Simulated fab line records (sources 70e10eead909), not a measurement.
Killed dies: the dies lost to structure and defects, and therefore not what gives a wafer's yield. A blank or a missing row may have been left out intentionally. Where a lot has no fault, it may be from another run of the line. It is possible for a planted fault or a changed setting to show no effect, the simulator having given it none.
Chamber matching + flow nandHarc + NHARC_A_CHANNEL_FILL_D1_ETCHBACK_20 on rieDiel-05: 4 sister chambers
The step etches the open film in C4F8/O2/Ar, target depth 27 nm, time 13.5 s. 16 wafers are shown with their chamber, then 8 later ones without.

== WAFERS, EACH WITH ITS CHAMBER ==
| wafer  | chamber | rfVppV (V) | oesProductAu (a.u.) |
|--------|---------|------------|---------------------|
| L077.3 | 0       | 987        | 1.00                |
| L077.4 | 3       | 970        | 1.00                |
| L077.6 | 0       | 987        | 1.00                |
| L079.1 | 1       | 983        | 1.00                |
| L079.2 | 0       | 987        | 1.00                |
| L079.4 | 2       | 971        | 0.99                |
| L080.4 | 3       | 968        | 0.98                |
| L080.5 | 1       | 982        | 0.99                |
| L080.6 | 2       | 972        | 0.98                |
| L085.2 | 1       | 981        | 1.00                |
| L085.3 | 3       | 970        | 0.99                |
| L085.6 | 1       | 982        | 1.00                |
| L089.1 | 3       | 968        | 0.92                |
| L089.2 | 2       | 968        | 0.93                |
| L089.3 | 0       | 987        | 0.93                |
| L090.1 | 1       | 982        | 0.92                |

SIGNATURES (averages over the wafers above)
| reading      | chamber 0 | chamber 1 | chamber 2 | chamber 3 | scatter within a chamber |
|--------------|-----------|-----------|-----------|-----------|--------------------------|
| rfVppV       | 987.00    | 982.00    | 970.33    | 969.00    | 1.11                     |
| oesProductAu | 0.9825    | 0.9820    | 0.9667    | 0.9725    | 0.0348                   |
Rule: a wafer's distance from a chamber is the root of the sum, over the readings, of the square of ((its reading less the chamber's mean) divided by the reading's scatter). If the next closest chamber is less than 2 further off than the closest, the wafer can't be placed; otherwise it belongs to the closest. The scatter is the square root of a quotient: the sum, over the shown wafers, of each reading's squared deviation from its chamber's mean, divided by wafers minus chambers.

== WAFERS WITH NO CHAMBER GIVEN ==
| wafer  | rfVppV (V) | oesProductAu (a.u.) |
|--------|------------|---------------------|
| L090.5 | 970        | 0.92                |
| L090.6 | 987        | 0.92                |
| L092.1 | 968        | 0.93                |
| L092.3 | 981        | 0.92                |
| L092.6 | 987        | 0.93                |
| L097.2 | 968        | 1.00                |
| L097.3 | 986        | 0.99                |
| L097.5 | 987        | 1.00                |

== EACH ONE'S CHAMBER ==
| wafer  | from the rows above     | in truth |
|--------|-------------------------|----------|
| L090.5 | can't be placed: 2 or 3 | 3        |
| L090.6 | 0                       | 0        |
| L092.1 | can't be placed: 3 or 2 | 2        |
| L092.3 | 1                       | 1        |
| L092.6 | 0                       | 0        |
| L097.2 | can't be placed: 3 or 2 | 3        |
| L097.3 | 0                       | 0        |
| L097.5 | 0                       | 0        |
5 of 8 placed correctly. These rows do not allow placing 3 (true chamber among the candidates in 3). Number placed wrongly: 0.
